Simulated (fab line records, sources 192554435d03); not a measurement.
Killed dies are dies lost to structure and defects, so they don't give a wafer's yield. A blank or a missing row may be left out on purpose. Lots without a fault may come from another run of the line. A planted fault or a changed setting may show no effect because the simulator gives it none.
Which tool did it? | flow n5_finfet | 6 lots, 18 wafers sampled, at 2 steps of a route of 1938

WHAT THE GAUGES READ, wafer by wafer
N5_MIM_BOT_LITHO_OVL_MEAS_11.
lot  | measured     | on         | MIM_BOT_OVL (nm)
L509 | day 12 04:17 | overlay-01 | 1 4 7
L511 | day 12 13:55 | overlay-02 | -2 -5 -6
L513 | day 12 20:26 | overlay-01 | 0 -3 1
L516 | day 13 18:03 | overlay-01 | -6 -5 -7
L521 | day 15 04:08 | overlay-01 | -2 -2 -7
L523 | day 15 18:14 | overlay-02 | -2 -2 -4

WHICH TOOL RAN EACH LOT (tool, then ch and the chambers of the sampled wafers, then the start)
lot  | N5_MOL_CONTACT_COAG_WET_ETCH_26
L509 | wet_bench-03 ch 0,3,7, day 5 09:13
L511 | wet_bench-04 ch 0,6,7, day 5 22:28
L513 | wet_bench-04 ch 0,2,3, day 6 07:01
L516 | wet_bench-06 ch 0,2,3, day 7 00:45
L521 | wet_bench-04 ch 4,5,7, day 8 08:38
L523 | wet_bench-04 ch 0,1,2, day 8 15:22
- N5_MOL_CONTACT_COAG_WET_ETCH_26: target Co, target depth 13 nm.

THE ANSWER, worked out from the rows above alone
Rule: what is usual is taken from the lots themselves. Put in order of their means at a reading, lots are off if they are a third of the lots or fewer, leave a main group of 4 or more, and stand apart from it by a gap of 3 or more times the standard deviation of the main group's means; of several such gaps the widest counts. A main group whose means are all the same, to the digits that the tables above print for the reading, isn't used. A lot without any number at a reading at which 4 lots or more have one is off too. The other lots that the step has rows for count as sound.
No lot is off at any reading shown: from this, nothing can be told.

WHAT THE SIMULATOR HAD PUT IN
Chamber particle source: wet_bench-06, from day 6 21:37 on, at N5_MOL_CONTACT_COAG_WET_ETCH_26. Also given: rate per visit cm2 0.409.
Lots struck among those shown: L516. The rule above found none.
